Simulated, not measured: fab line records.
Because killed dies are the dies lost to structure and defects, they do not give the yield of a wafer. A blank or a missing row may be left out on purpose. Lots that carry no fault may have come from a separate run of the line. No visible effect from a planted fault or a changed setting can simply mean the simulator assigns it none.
fab line records	flow nand_harc
record: lots: 14	wafers: 42	last_day: 33
route steps=1302 shown P_GATE@211 THIN_TSV@1275 END@1302
lots that met no fault: from a run of the same line without faults
start_h: start of the lot's first displayed wafer, in hours after the record's first day	wait_h: hours since the lot's step before	" same as the row above	L1.1+2: a single row standing in for several wafers	- either no value or no given start	* or withheld: withheld	< > ~ a bound
route shown NAME@n: a module of which the file shows steps, and the number in the route of the first	usual: mean/standard deviation taken from wafers without a fault	same: alike in all rows	chamber/n: place in a boat	sites: readings site by site	_std_site: the standard deviation of these	_edge_site: the outer-site mean with the inner-site mean subtracted	radius_mm: how far each site lies from the wafer's centre	mask NAME#n: copy n	behind: the tool/chamber that last shaped the wafer	hold: why the lot went on hold/how many hours it stayed there/how the hold came to an end	device: which transistor (n, p or np) failed to switch	end of line: the route-end tests of the same wafers	a step with no rows: only its recipe	killed: the dies lost at the first sort to structure and to defects; this is not the yield of the wafer	map: per-die view of a wafer (x killed, . not killed, _ where there is no die)
set.NAME: setting as actually run; set.NAME@STEP: the setting as run at that earlier step	model.NAME: the simulator's own value behind a step, which no gauge read
a sample of lots followed through the steps of the route, with each step as a table and each wafer as a row
services: a tool's chamber out of use, with start hour (start_h, from the record's first day; less than 0 if before it), hours out, and reason
== steps ==
step: NHARC_P_GATE_SPUTTER_78
recipe: target_thk_a: 100	material: Ni
lot.wafer	tool	chamber	start_h	wait_h
L176.2+1+6	pvd_sputter-01	-	121.17	-
L177.2+4+3	pvd_sputter-01	-	126.28	-
L178.1+2+5	pvd_sputter-01	-	131.82	-
L180.2+3+6	pvd_sputter-02	-	157.12	-
L181.2+1+5	pvd_sputter-02	-	161.95	-
L182.3+5+6	pvd_sputter-02	-	178.09	-
L183.3+1+6	pvd_sputter-01	-	178.85	-
L190.4+6+5	pvd_sputter-03	-	260.40	-
L192.2+3+6	pvd_sputter-03	-	275.64	-
L193.3+2+6	pvd_sputter-01	-	285.57	-
L196.1+3+6	pvd_sputter-03	-	314.77	-
L197.1+4+5	pvd_sputter-03	-	325.06	-
L198.1+4+3	pvd_sputter-02	-	329.18	-
L199.4+2+5	pvd_sputter-01	-	345.70	-
step: NHARC_THIN_TSV_ANNEAL_52
recipe: temp_c: 225	time_s: 90
usual: wafer_temp_C_max: 225.9/0.32
lot.wafer	tool	chamber	start_h	wait_h	wafer_temp_C_max
L176.1	rtp_anneal-02	0	564.80	0.5	226.1
L176.2	"	0	"	"	225.8
L176.6	"	0	"	"	226.2
L177.2	rtp_anneal-01	0	565.96	0.6	225.6
L177.3	"	0	"	"	225.7
L177.4	"	0	"	"	225.1
L178.1	rtp_anneal-02	0	570.75	0.6	226.0
L178.2	"	0	"	"	226.2
L178.5	"	0	"	"	226.3
L180.2	rtp_anneal-02	0	596.21	0.7	226.1
L180.3	"	0	"	"	226.0
L180.6	"	0	"	"	226.4
L183.1	rtp_anneal-01	0	607.98	0.6	225.8
L183.3	"	0	"	"	225.8
L183.6	"	0	"	"	226.0
L190.4	rtp_anneal-01	0	702.62	0.5	225.8
L190.5	"	0	"	"	225.9
L190.6	"	0	"	"	225.7
L192.2	rtp_anneal-02	0	703.25	0.7	225.9
L192.3	"	0	"	"	226.1
L192.6	"	0	"	"	225.8
L193.2	rtp_anneal-02	0	729.56	0.6	226.2
L193.3	"	0	"	"	226.1
L193.6	"	0	"	"	226.2
L196.1	rtp_anneal-01	0	750.65	0.5	225.6
L196.3	"	0	"	"	225.4
L196.6	"	0	"	"	225.5
L197.1	rtp_anneal-02	0	768.32	0.7	225.8
L197.4	"	0	"	"	226.4
L197.5	"	0	"	"	225.8
L198.1	rtp_anneal-02	0	773.95	0.5	226.1
L198.3	"	0	"	"	225.9
L198.4	"	0	"	"	226.2
L199.2	rtp_anneal-02	0	785.81	0.6	226.3
L199.4	"	0	"	"	226.1
L199.5	"	0	"	"	226.1
step: NHARC_THIN_TSV_ETCH_59
recipe: target_depth_a: 8800	icp_w: 900	bias_w: 100	Cl2_flow_sccm: 60	bcl3_flow_sccm: 30	time_s: 138.1	chemistry: Cl2/BCl3
usual: drypump_motor_current_A: 5.5/0.33	oes_product_au: 1.001/0.01	throttle_valve_pct: 22.264/0.0096
lot.wafer	tool	chamber	start_h	wait_h	drypump_motor_current_A	oes_product_au	rf_hours_counter_h	throttle_valve_pct
L176.1	rie_metal-01	1	566.92	0.1	4.9	1.011	2.4	22.248
L176.2	"	0	"	"	5.4	1.002	2.4	22.267
L176.6	"	1	"	"	4.9	1.021	-	22.254
L177.2	rie_metal-02	1	568.17	0.1	5.5	0.984	2.1	22.258
L177.4	"	0	"	"	6.0	0.997	-	22.269
L177.3	"	1	"	"	5.5	0.998	-	22.262
L178.1	rie_metal-01	0	572.97	0.1	5.4	1.014	2.8	22.254
L178.2	"	1	"	"	4.9	1.021	2.8	22.269
L178.5	"	0	"	"	5.4	1.013	-	22.266
L180.2	rie_metal-03	0	598.31	0.2	5.4	0.996	0.9	22.257
L180.3	"	1	"	"	5.8	1.011	-	22.272
L180.6	"	1	"	"	5.8	1.010	-	22.271
L183.1	rie_metal-01	0	610.12	0.1	5.4	1.000	0.5	22.252
L183.3	"	1	"	"	4.9	1.014	-	22.273
L183.6	"	1	"	"	4.9	1.002	-	22.249
L190.4	rie_metal-02	0	704.80	0.2	6.0	0.987	-	22.275
L190.5	"	1	"	"	5.5	1.003	-	22.256
L190.6	"	0	"	"	6.0	0.990	-	22.258
L192.2	rie_metal-03	0	705.47	0.1	5.4	0.990	0.0	22.251
L192.3	"	1	"	"	5.8	0.990	-	22.278
L192.6	"	0	"	"	5.4	0.989	-	22.255
L193.2	rie_metal-01	0	731.63	0.1	5.4	1.009	2.8	22.261
L193.3	"	1	"	"	4.9	1.016	-	22.274
L193.6	"	1	"	"	4.9	1.029	-	22.272
L196.1	rie_metal-02	0	752.92	0.1	6.1	0.984	2.4	22.260
L196.3	"	1	"	"	5.5	1.009	-	22.264
L196.6	"	1	"	"	5.5	1.003	-	22.271
L197.1	rie_metal-03	0	770.58	0.1	5.4	1.007	0.8	22.261
L197.4	"	1	"	"	5.8	0.997	-	22.252
L197.5	"	0	"	"	5.4	0.993	-	22.273
L198.1	rie_metal-03	1	776.10	0.1	5.8	0.992	0.6	22.258
L198.4	"	0	"	"	5.4	1.007	-	22.251
L198.3	"	1	"	"	5.8	0.988	-	22.276
L199.2	rie_metal-02	0	787.89	0.1	6.0	0.989	2.9	22.254
L199.4	"	1	"	"	5.5	1.008	-	22.259
L199.5	"	0	"	"	6.0	0.994	-	22.276
step: NHARC_THIN_TSV_ETCH_36
recipe: target_depth_a: 650	over_etch_frac: 0.3	time_s: 18.571	ion_energy_ev: 150	chemistry: Cl2/BCl3
usual: drypump_motor_current_A: 5.5/0.33	oes_product_au: 0.999/0.0098
lot.wafer	tool	chamber	start_h	wait_h	drypump_motor_current_A	oes_product_au	rf_hours_counter_h
L176.1	rie_metal-01	1	567.18	0.2	4.9	1.023	2.5
L176.2	"	0	"	"	5.4	1.001	2.5
L176.6	"	1	"	"	4.9	1.014	-
L177.2	rie_metal-02	0	568.40	0.2	6.0	1.003	2.3
L177.3	"	1	"	"	5.5	0.992	-
L177.4	"	0	"	"	6.1	0.993	-
L178.2	rie_metal-01	0	573.23	0.2	5.4	1.007	3.0
L178.1	"	1	"	"	4.9	1.012	3.0
L178.5	"	0	"	"	5.4	1.005	-
L180.2	rie_metal-03	1	598.54	0.2	5.8	1.003	1.0
L180.3	"	0	"	"	5.4	0.990	-
L180.6	"	0	"	"	5.4	0.986	-
L183.1	rie_metal-01	0	610.39	0.2	5.4	0.998	0.6
L183.3	"	0	"	"	5.4	0.996	-
L183.6	"	0	"	"	5.4	1.001	-
L190.4	rie_metal-02	1	704.96	0.1	5.5	1.003	-
L190.5	"	0	"	"	6.0	1.005	-
L190.6	"	1	"	"	5.5	1.004	-
L192.2	rie_metal-03	0	705.73	0.2	5.4	0.998	0.2
L192.3	"	1	"	"	5.8	0.990	-
L192.6	"	1	"	"	5.8	0.986	-
L193.2	rie_metal-01	1	731.89	0.2	4.9	1.026	2.9
L193.3	"	0	"	"	5.4	1.001	-
L193.6	"	0	"	"	5.4	0.995	-
L196.1	rie_metal-02	1	753.15	0.2	5.5	0.998	2.5
L196.3	"	0	"	"	6.0	0.986	-
L196.6	"	0	"	"	6.0	0.989	-
L197.1	rie_metal-03	0	770.80	0.2	5.4	0.992	1.0
L197.4	"	0	"	"	5.4	0.991	-
L197.5	"	1	"	"	5.8	0.981	-
L198.1	rie_metal-03	0	776.32	0.2	5.4	1.004	1.2
L198.4	"	0	"	"	5.4	0.999	-
L198.3	"	1	"	"	5.7	1.003	-
L199.2	rie_metal-02	0	788.11	0.2	6.0	0.992	3.0
L199.4	"	1	"	"	5.5	1.008	-
L199.5	"	0	"	"	6.1	1.003	-
step: NHARC_END_SORT_01
recipe: temp_c: 25
usual: killed_at_array: 55/20	killed_at_other: 0.7/0.96	killed_at_periphery: 4.1/2.4	killed_dies: 60/20	killed_open: 3.3/1.9	killed_short: 2.8/1.6
same: gross_dies: 677
lot.wafer	tool	chamber	start_h	wait_h	hold	killed_at_array	killed_at_other	killed_at_periphery	killed_dies	killed_open	killed_short
L176.1	prober-01	0	575.67	2.5	-	67	0	10	77	5	4
L176.2	prober-01	0	576.48	2.8	-	65	0	6	71	1	4
L176.6	prober-01	0	579.73	4.1	-	72	0	6	78	5	5
L177.2	prober-02	0	577.68	2.8	-	18	1	0	19	3	1
L177.3	prober-02	0	578.49	3.1	-	20	1	2	23	2	1
L177.4	prober-02	0	579.29	3.4	-	16	1	2	19	1	1
L178.1	prober-02	0	584.66	2.5	-	41	0	2	43	8	3
L178.2	prober-02	0	585.46	2.8	-	45	1	4	50	2	4
L178.5	prober-02	0	587.86	3.7	-	46	0	1	47	1	3
L181.1	prober-01	0	607.07	2.5	await_dispo/4.3h/scrap	87	0	567	654	1	3
L181.2	prober-01	0	607.87	2.8	await_dispo/4.3h/scrap	72	0	576	648	0	1
L181.5	prober-01	0	610.26	3.7	await_dispo/4.3h/scrap	79	1	565	645	3	3
L180.2	prober-02	0	607.90	2.8	-	49	3	2	54	4	4
L180.3	prober-02	0	608.71	3.1	-	43	1	4	48	6	4
L180.6	prober-02	0	611.12	4.0	-	52	2	6	60	6	3
L183.1	prober-02	0	621.20	2.5	-	66	2	5	73	4	4
L183.3	prober-02	0	622.79	3.1	-	63	0	4	67	5	1
L183.6	prober-02	0	625.18	4.0	-	52	0	3	55	2	3
L182.3	prober-01	0	622.71	3.0	await_dispo/2.3h/scrap	56	0	577	633	2	4
L182.5	prober-01	0	624.26	3.6	await_dispo/2.3h/scrap	72	3	569	644	2	1
L182.6	prober-01	0	625.04	3.9	await_dispo/2.3h/scrap	73	0	586	659	2	2
L192.2	prober-01	0	714.26	2.8	-	89	2	1	92	1	0
L192.3	prober-01	0	715.06	3.1	-	86	2	1	89	6	3
L192.6	prober-01	0	717.47	4.0	-	82	0	2	84	4	3
L190.4	prober-02	0	715.88	3.4	-	68	0	5	73	6	4
L190.5	prober-02	0	716.68	3.7	-	59	0	4	63	7	4
L190.6	prober-02	0	717.49	4.0	-	61	2	4	67	6	1
L193.2	prober-01	0	741.12	2.8	-	64	0	7	71	2	2
L193.3	prober-01	0	741.92	3.1	-	64	0	2	66	3	0
L193.6	prober-01	0	744.32	4.0	-	87	0	8	95	7	6
L196.1	prober-01	0	761.77	2.5	-	33	2	2	37	5	3
L196.3	prober-01	0	763.37	3.1	-	23	2	3	28	1	2
L196.6	prober-01	0	765.77	4.0	-	30	1	2	33	2	1
L198.1	prober-01	0	782.71	2.5	-	80	1	2	83	5	3
L198.3	prober-01	0	784.32	3.1	-	80	0	3	83	3	2
L198.4	prober-01	0	785.12	3.4	-	79	0	3	82	3	0
L197.1	prober-02	0	782.76	2.5	-	45	0	5	50	6	2
L197.4	prober-02	0	785.17	3.4	-	47	0	2	49	3	3
L197.5	prober-02	0	785.98	3.7	-	44	0	2	46	2	3
L199.2	prober-01	0	799.02	2.8	-	78	1	2	81	2	9
L199.4	prober-01	0	800.61	3.4	-	63	0	3	66	4	4
L199.5	prober-01	0	801.40	3.7	-	64	0	5	69	2	3
killed by level:class
L176.1 A_CHANNEL_HOLE_D1:chamber_film_flake=26 A_CHANNEL_HOLE_D2:chamber_film_flake=16 P_GATE:chamber_film_flake=9 A_BONDPAD:chamber_film_flake=7 A_CONTACT:chamber_film_flake=4 A_STAIRCASE:chamber_film_flake=3 A_ONON_D1:geometric_particle:open=2 A_ONON_D2:geometric_particle:open=2
L176.2 A_CHANNEL_HOLE_D2:chamber_film_flake=28 A_CHANNEL_HOLE_D1:chamber_film_flake=23 P_M1:chamber_film_flake=3 A_STAIRCASE:chamber_film_flake=3 A_BONDPAD:chamber_film_flake=3 A_CHANNEL_FILL_D2:geometric_particle:short=2 P_GATE:chamber_film_flake=2 A_CONTACT:chamber_film_flake=2
L177.2 A_CONTACT:chamber_film_flake=6 A_CHANNEL_HOLE_D2:chamber_film_flake=3 A_M0:geometric_particle:open=2 A_STAIRCASE:chamber_film_flake=2 A_CONTACT:unspecified=2 A_WL_FILL:geometric_particle:short=1 A_BLC:geometric_particle:open=1 A_CHANNEL_HOLE_D1:chamber_film_flake=1
L177.3 A_CHANNEL_HOLE_D2:chamber_film_flake=6 A_CONTACT:unspecified=5 A_ZERO_WELL:chamber_film_flake=2 A_CHANNEL_HOLE_D1:chamber_film_flake=2 A_CONTACT:chamber_film_flake=2 A_CHANNEL_FILL_D1:geometric_particle:open=1 A_WL_FILL:geometric_particle:short=1 A_BLC:geometric_particle:open=1
L177.4 A_CONTACT:chamber_film_flake=6 A_CHANNEL_HOLE_D2:chamber_film_flake=3 A_STAIRCASE:chamber_film_flake=3 A_CHANNEL_HOLE_D1:chamber_film_flake=2 P_STI:geometric_particle:open=1 A_WL_FILL:geometric_particle:short=1 P_GATE:chamber_film_flake=1 A_WL_FILL:chamber_film_flake=1
L176.6 A_CHANNEL_HOLE_D1:chamber_film_flake=30 A_CHANNEL_HOLE_D2:chamber_film_flake=24 A_BONDPAD:chamber_film_flake=5 P_M1:chamber_film_flake=4 A_CHANNEL_FILL_D2:geometric_particle:open=3 A_DECK1_JOINT:geometric_particle:short=2 A_STAIRCASE:chamber_film_flake=2 A_CONTACT:chamber_film_flake=2
L178.1 A_SLIT:chamber_film_flake=21 A_M0:geometric_particle:open=3 A_ONON_D1:geometric_particle:open=2 P_M0:chamber_film_flake=2 A_CHANNEL_HOLE_D1:chamber_film_flake=2 A_CHANNEL_HOLE_D2:chamber_film_flake=2 A_CONTACT:chamber_film_flake=2 A_CHANNEL_HOLE_D1:geometric_particle:short=1
L178.2 A_SLIT:chamber_film_flake=27 A_CHANNEL_HOLE_D2:chamber_film_flake=6 A_STAIRCASE:chamber_film_flake=3 P_STI:chamber_film_flake=2 A_CONTACT:chamber_film_flake=2 P_CONTACT:geometric_particle:short=1 A_CHANNEL_HOLE_D1:geometric_particle:short=1 A_CHANNEL_FILL_D1:geometric_particle:short=1
L178.5 A_SLIT:chamber_film_flake=26 A_CHANNEL_HOLE_D2:chamber_film_flake=8 A_CONTACT:chamber_film_flake=5 A_CHANNEL_HOLE_D1:chamber_film_flake=2 A_CHANNEL_HOLE_D1:geometric_particle:short=1 A_WL_FILL:geometric_particle:open=1 A_WL_FILL:geometric_particle:short=1 A_M0:geometric_particle:short=1
L181.1 P_GATE:area_sputter=566 A_CHANNEL_HOLE_D1:chamber_film_flake=29 A_SLIT:chamber_film_flake=29 A_CHANNEL_HOLE_D2:chamber_film_flake=14 A_CONTACT:chamber_film_flake=6 A_STAIRCASE:chamber_film_flake=4 A_CHANNEL_FILL_D1:geometric_particle:short=1 A_ONON_D2:geometric_particle:open=1
L181.2 P_GATE:area_sputter=574 A_CHANNEL_HOLE_D1:chamber_film_flake=29 A_SLIT:chamber_film_flake=23 A_CHANNEL_HOLE_D2:chamber_film_flake=10 A_CONTACT:chamber_film_flake=6 A_CHANNEL_FILL_D2:chamber_film_flake=2 A_CHANNEL_FILL_D2:geometric_particle:short=1 P_ZERO_WELL:chamber_film_flake=1
L180.2 A_CHANNEL_HOLE_D2:chamber_film_flake=29 A_CHANNEL_HOLE_D1:chamber_film_flake=4 THIN_TSV:chamber_film_flake=3 A_ONON_D2:geometric_particle:short=2 A_ONON_D2:geometric_particle:open=2 A_ZERO_WELL:chamber_film_flake=2 A_DECK1_JOINT:chamber_film_flake=2 A_CONTACT:chamber_film_flake=2
L180.3 A_CHANNEL_HOLE_D2:chamber_film_flake=29 A_DECK1_JOINT:geometric_particle:short=2 A_WL_FILL:geometric_particle:open=2 P_GATE:chamber_film_flake=2 A_WL_FILL:chamber_film_flake=2 A_SOURCE_PLATE:geometric_particle:open=1 A_ONON_D1:geometric_particle:open=1 A_ONON_D1:geometric_particle:short=1
L181.5 P_GATE:area_sputter=565 A_CHANNEL_HOLE_D1:chamber_film_flake=27 A_SLIT:chamber_film_flake=21 A_CONTACT:chamber_film_flake=11 A_CHANNEL_HOLE_D2:chamber_film_flake=8 A_STAIRCASE:chamber_film_flake=3 A_CHANNEL_FILL_D1:geometric_particle:short=2 A_ONON_D2:geometric_particle:open=1
L180.6 A_CHANNEL_HOLE_D2:chamber_film_flake=31 A_CONTACT:chamber_film_flake=4 P_GATE:chamber_film_flake=3 A_STAIRCASE:chamber_film_flake=3 A_DECK1_JOINT:geometric_particle:short=2 A_SGD_CUT:geometric_particle:open=2 P_ZERO_WELL:chamber_film_flake=2 A_DECK1_JOINT:chamber_film_flake=2
L183.1 A_CHANNEL_HOLE_D1:chamber_film_flake=27 A_CHANNEL_HOLE_D2:chamber_film_flake=14 A_SGD_CUT:chamber_film_flake=8 A_STAIRCASE:chamber_film_flake=4 A_CONTACT:chamber_film_flake=4 P_CONTACT:geometric_particle:open=2 A_ONON_D1:geometric_particle:short=2 A_DECK1_JOINT:chamber_film_flake=2
L182.3 P_GATE:area_sputter=573 A_CHANNEL_HOLE_D2:chamber_film_flake=25 A_SLIT:chamber_film_flake=21 A_CHANNEL_FILL_D1:geometric_particle:short=2 A_WL_FILL:geometric_particle:short=2 P_ZERO_WELL:chamber_film_flake=2 A_CHANNEL_HOLE_D1:chamber_film_flake=2 P_M0:geometric_particle:open=1
L183.3 A_CHANNEL_HOLE_D1:chamber_film_flake=33 A_CHANNEL_HOLE_D2:chamber_film_flake=13 A_STAIRCASE:chamber_film_flake=4 A_CONTACT:chamber_film_flake=4 A_SGD_CUT:chamber_film_flake=3 A_BLC:geometric_particle:open=2 P_GATE:chamber_film_flake=2 P_BONDPAD:chamber_film_flake=2
L182.5 P_GATE:area_sputter=561 A_CHANNEL_HOLE_D2:chamber_film_flake=36 A_SLIT:chamber_film_flake=24 P_ZERO_WELL:chamber_film_flake=5 A_DECK1_JOINT:chamber_film_flake=4 THIN_TSV:chamber_film_flake=3 A_STAIRCASE:chamber_film_flake=2 A_WL_FILL:chamber_film_flake=2
L182.6 P_GATE:area_sputter=585 A_CHANNEL_HOLE_D2:chamber_film_flake=30 A_SLIT:chamber_film_flake=26 A_DECK1_JOINT:chamber_film_flake=4 A_CHANNEL_HOLE_D1:chamber_film_flake=3 A_STAIRCASE:chamber_film_flake=3 A_SOURCE_PLATE:geometric_particle:open=1 A_ONON_D2:geometric_particle:short=1
L183.6 A_CHANNEL_HOLE_D1:chamber_film_flake=32 A_CHANNEL_HOLE_D2:chamber_film_flake=6 A_ZERO_WELL:chamber_film_flake=2 A_STAIRCASE:chamber_film_flake=2 A_SGD_CUT:chamber_film_flake=2 A_CONTACT:chamber_film_flake=2 A_CHANNEL_FILL_D1:geometric_particle:short=1 A_DECK1_JOINT:geometric_particle:short=1
L192.2 A_SLIT:chamber_film_flake=32 A_CHANNEL_HOLE_D1:chamber_film_flake=29 A_CHANNEL_HOLE_D2:chamber_film_flake=19 A_CONTACT:chamber_film_flake=4 A_STAIRCASE:chamber_film_flake=2 A_BLC:chamber_film_flake=2 THIN_TSV:chamber_film_flake=2 A_WL_FILL:geometric_particle:open=1
L192.3 A_CHANNEL_HOLE_D1:chamber_film_flake=28 A_SLIT:chamber_film_flake=27 A_CHANNEL_HOLE_D2:chamber_film_flake=18 A_CONTACT:chamber_film_flake=3 A_BLC:geometric_particle:open=2 A_CHANNEL_HOLE_D1:geometric_particle:short=1 A_DECK1_JOINT:geometric_particle:short=1 A_ONON_D2:geometric_particle:open=1
L190.4 A_CHANNEL_HOLE_D1:chamber_film_flake=35 A_CHANNEL_HOLE_D2:chamber_film_flake=17 A_SLIT:chamber_film_flake=4 A_CHANNEL_FILL_D2:geometric_particle:short=3 P_GATE:chamber_film_flake=3 A_CHANNEL_FILL_D1:geometric_particle:open=2 A_M0:geometric_particle:open=2 A_STAIRCASE:chamber_film_flake=2
L190.5 A_CHANNEL_HOLE_D1:chamber_film_flake=24 A_CHANNEL_HOLE_D2:chamber_film_flake=17 A_DECK1_JOINT:chamber_film_flake=4 A_STAIRCASE:chamber_film_flake=3 A_ONON_D1:geometric_particle:open=2 A_ONON_D1:geometric_particle:short=2 A_M0:geometric_particle:open=2 P_GATE:chamber_film_flake=2
L192.6 A_CHANNEL_HOLE_D1:chamber_film_flake=30 A_SLIT:chamber_film_flake=27 A_CHANNEL_HOLE_D2:chamber_film_flake=12 A_CONTACT:chamber_film_flake=3 A_BLC:geometric_particle:open=2 A_CHANNEL_HOLE_D1:geometric_particle:short=1 A_ONON_D2:geometric_particle:short=1 A_WL_FILL:geometric_particle:open=1
L190.6 A_CHANNEL_HOLE_D1:chamber_film_flake=32 A_CHANNEL_HOLE_D2:chamber_film_flake=16 A_DECK1_JOINT:chamber_film_flake=3 A_STAIRCASE:chamber_film_flake=3 STARTING-WAFER:geometric_particle:open=2 A_SLIT:chamber_film_flake=2 A_CONTACT:chamber_film_flake=2 P_M0:geometric_particle:open=1
L193.2 A_CHANNEL_HOLE_D1:chamber_film_flake=28 A_CHANNEL_HOLE_D2:chamber_film_flake=20 A_CONTACT:chamber_film_flake=6 A_STAIRCASE:chamber_film_flake=5 P_GATE:chamber_film_flake=3 P_STI:chamber_film_flake=2 P_CONTACT:geometric_particle:short=1 P_CONTACT:geometric_particle:open=1
L193.3 A_CHANNEL_HOLE_D1:chamber_film_flake=31 A_CHANNEL_HOLE_D2:chamber_film_flake=16 A_STAIRCASE:chamber_film_flake=6 A_CONTACT:chamber_film_flake=5 A_SLIT:chamber_film_flake=3 P_GATE:chamber_film_flake=2 A_SOURCE_PLATE:geometric_particle:open=1 A_DECK1_JOINT:geometric_particle:open=1
L193.6 A_CHANNEL_HOLE_D1:chamber_film_flake=29 A_CHANNEL_HOLE_D2:chamber_film_flake=23 A_STAIRCASE:chamber_film_flake=12 P_GATE:chamber_film_flake=5 A_CONTACT:chamber_film_flake=5 A_SLIT:chamber_film_flake=4 P_STI:chamber_film_flake=3 A_ONON_D1:geometric_particle:open=2
L196.1 A_CHANNEL_HOLE_D1:chamber_film_flake=14 A_SLIT:chamber_film_flake=5 A_CONTACT:chamber_film_flake=4 A_WL_FILL:geometric_particle:short=2 A_WL_FILL:geometric_particle:open=2 P_ZERO_WELL:geometric_particle:open=1 A_SOURCE_PLATE:geometric_particle:open=1 A_ONON_D1:geometric_particle:open=1
L196.3 A_CHANNEL_HOLE_D1:chamber_film_flake=14 A_CONTACT:chamber_film_flake=4 P_STI:chamber_film_flake=2 THIN_TSV:chamber_film_flake=2 P_M0:geometric_particle:short=1 A_CHANNEL_FILL_D2:geometric_particle:open=1 A_M1:geometric_particle:short=1 A_ZERO_WELL:chamber_film_flake=1
L196.6 A_CHANNEL_HOLE_D1:chamber_film_flake=13 A_SLIT:chamber_film_flake=6 A_CONTACT:chamber_film_flake=3 A_CHANNEL_FILL_D2:geometric_particle:open=1 A_WL_FILL:geometric_particle:short=1 A_CONTACT:geometric_particle:open=1 P_ZERO_WELL:chamber_film_flake=1 P_M1:chamber_film_flake=1
L198.1 A_SLIT:chamber_film_flake=35 A_CHANNEL_HOLE_D2:chamber_film_flake=26 A_CONTACT:chamber_film_flake=3 A_M1:chamber_film_flake=3 A_CHANNEL_FILL_D2:geometric_particle:short=2 A_WL_FILL:chamber_film_flake=2 P_CONTACT:geometric_particle:open=1 A_CHANNEL_HOLE_D1:geometric_particle:short=1
L197.1 A_CHANNEL_HOLE_D1:chamber_film_flake=19 A_CONTACT:chamber_film_flake=9 A_SLIT:chamber_film_flake=6 P_ZERO_WELL:chamber_film_flake=4 A_WL_FILL:geometric_particle:open=2 A_CHANNEL_FILL_D2:chamber_film_flake=2 A_STAIRCASE:chamber_film_flake=2 P_CONTACT:geometric_particle:open=1
L198.3 A_CHANNEL_HOLE_D2:chamber_film_flake=32 A_SLIT:chamber_film_flake=26 A_CONTACT:chamber_film_flake=9 A_CHANNEL_HOLE_D1:chamber_film_flake=3 P_ZERO_WELL:chamber_film_flake=2 A_CHANNEL_FILL_D1:chamber_film_flake=2 A_STAIRCASE:chamber_film_flake=2 P_STI:geometric_particle:open=1
L198.4 A_SLIT:chamber_film_flake=33 A_CHANNEL_HOLE_D2:chamber_film_flake=27 A_CONTACT:chamber_film_flake=10 A_STAIRCASE:chamber_film_flake=3 A_CHANNEL_FILL_D2:chamber_film_flake=2 A_ONON_D2:geometric_particle:open=1 A_WL_FILL:geometric_particle:open=1 A_BLC:geometric_particle:open=1
L197.4 A_CHANNEL_HOLE_D1:chamber_film_flake=16 A_SLIT:chamber_film_flake=10 A_CHANNEL_FILL_D2:chamber_film_flake=7 A_STAIRCASE:chamber_film_flake=3 A_CONTACT:chamber_film_flake=3 P_M0:geometric_particle:open=1 A_CHANNEL_FILL_D1:geometric_particle:short=1 A_ONON_D2:geometric_particle:open=1
L197.5 A_CHANNEL_HOLE_D1:chamber_film_flake=15 A_SLIT:chamber_film_flake=14 A_CONTACT:chamber_film_flake=6 A_CHANNEL_FILL_D1:geometric_particle:short=2 P_ZERO_WELL:chamber_film_flake=2 A_CHANNEL_FILL_D2:chamber_film_flake=2 A_STAIRCASE:chamber_film_flake=2 A_ONON_D2:geometric_particle:short=1
L199.2 A_CHANNEL_HOLE_D2:chamber_film_flake=29 A_CHANNEL_HOLE_D1:chamber_film_flake=23 A_SLIT:chamber_film_flake=7 A_CONTACT:chamber_film_flake=4 A_CHANNEL_FILL_D2:geometric_particle:short=2 A_WL_FILL:geometric_particle:short=2 A_STAIRCASE:chamber_film_flake=2 A_SGD_CUT:chamber_film_flake=2
L199.4 A_CHANNEL_HOLE_D2:chamber_film_flake=27 A_CHANNEL_HOLE_D1:chamber_film_flake=8 A_SLIT:chamber_film_flake=8 A_STAIRCASE:chamber_film_flake=5 A_SGD_CUT:chamber_film_flake=3 A_WL_FILL:geometric_particle:open=2 P_M0:chamber_film_flake=2 A_CONTACT:chamber_film_flake=2
L199.5 A_CHANNEL_HOLE_D2:chamber_film_flake=23 A_SLIT:chamber_film_flake=12 A_CHANNEL_HOLE_D1:chamber_film_flake=8 A_CONTACT:chamber_film_flake=7 A_STAIRCASE:chamber_film_flake=5 P_M0:chamber_film_flake=3 P_GATE:chamber_film_flake=2 A_CHANNEL_FILL_D2:chamber_film_flake=2
== services ==
tool	chamber	start_h	hours	kind
rie_metal-02	-	100.00	9.0	pm
pvd_sputter-01	-	141.20	0.8	repair
rie_metal-02	1	141.40	21.7	repair
rie_metal-03	-	165.00	9.0	pm
rie_metal-03	-	184.95	0.2	repair
rie_metal-01	-	221.00	9.0	pm
pvd_sputter-01	-	226.00	10.0	pm
rie_metal-03	1	229.28	5.1	repair
rie_metal-03	1	237.67	7.2	repair
rie_metal-02	-	277.00	9.0	pm
rie_metal-03	-	304.34	13.3	repair
rie_metal-03	-	342.00	9.0	pm
rie_metal-01	-	398.00	9.0	pm
rie_metal-02	-	454.00	9.0	pm
rie_metal-03	-	519.00	9.0	pm
rie_metal-01	-	575.00	9.0	pm
rie_metal-03	-	621.51	0.9	repair
rie_metal-02	-	631.00	9.0	pm
rie_metal-01	1	656.72	6.3	repair
rie_metal-02	0	676.33	1.6	repair
rie_metal-03	-	696.00	9.0	pm
rie_metal-03	1	733.43	8.4	repair
rtp_anneal-02	-	744.00	12.0	pm
rie_metal-01	-	752.00	9.0	pm
== key ==
first_sign: step: NHARC_END_SORT_01	reading: killed_at_periphery	direction: up	sigmas: 99+	usual: 4.1	struck: 573.3
effect: step: NHARC_END_SORT_01	reading: killed_dies	direction: up	sigmas: 30	usual: 60	struck: 647
more_kills_born_at: NHARC_P_GATE_SPUTTER_78@pvd_sputter-02: 3424
met_at NHARC_P_GATE_SPUTTER_78
struck_lots L181,L182
later_rows_left_out L181.1,L181.2,L181.5,L182.3,L182.5,L182.6
tester_left_out L181,L182
not_acting_at NHARC_THIN_TSV_ANNEAL_52,NHARC_THIN_TSV_ETCH_59,NHARC_THIN_TSV_ETCH_36
onset_between 157.12 161.95
fault: kind: skipped_step_whole	tool: pvd_sputter-02	chamber: -	onset_h: 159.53	steps: NHARC_P_GATE_SPUTTER_78	scope: struck_lots_only
tester_left_out: of these lots the tester's yield and bins aren't shown, on N5 and GAA mostly nor the transistor test; their killed dies are dies lost to structure and defects alone, not to doping, threshold or leakage, so they don't give the yield
later_rows_left_out: the simulator's readings of these wafers behind a module that went badly wrong aren't trusted and aren't shown, but for the sort
